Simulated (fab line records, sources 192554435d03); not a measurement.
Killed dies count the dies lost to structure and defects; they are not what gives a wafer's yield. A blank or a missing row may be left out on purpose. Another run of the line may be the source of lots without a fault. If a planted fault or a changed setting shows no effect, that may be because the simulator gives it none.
Matching of chambers ; flow n5 finfet ; N5_WELL_APT_DESCUM_30 on rie diel-05 has 4 sister chambers
The step chemistry O2, time 7.9 s. 4 wafers are shown with their chamber, then 8 later ones without.

== WAFERS, EACH WITH ITS CHAMBER ==
wafer;chamber;drypump motor current A (A)
L077.2;3;5.0
L089.4;2;5.7
L089.6;1;5.6
L094.1;0;4.9

== WAFERS WHOSE CHAMBER IS MISSING ==
wafer;drypump motor current A (A)
L094.2;5.7
L094.3;5.6
L094.4;5.0
L094.5;5.7
L094.6;5.6
L095.1;5.0
L095.2;5.7
L095.5;5.5

== THE CHAMBER EACH PASSED THROUGH ==
wafer;from the rows above;in truth
L094.2;2;2
L094.3;1;1
L094.4;3;3
L094.5;2;2
L094.6;1;1
L095.1;3;3
L095.2;2;2
L095.5;1;1
Placed correctly: 8 of 8. Not placeable from these rows: 0. Number placed wrongly: 0.
How it was worked out, from the rows above alone: a wafer's distance from a chamber is the root of the sum, over the readings, of the square of ((its reading less the chamber's mean) divided by the reading's scatter). If the next closest chamber is less than 2 further off than the closest, the wafer can't be placed; otherwise it belongs to the closest. A chamber's mean is the mean of its shown wafers. The scatter (one wafer shown for each chamber): square how far every hidden wafer sits from the nearest shown wafer, average those squares and take the square root.
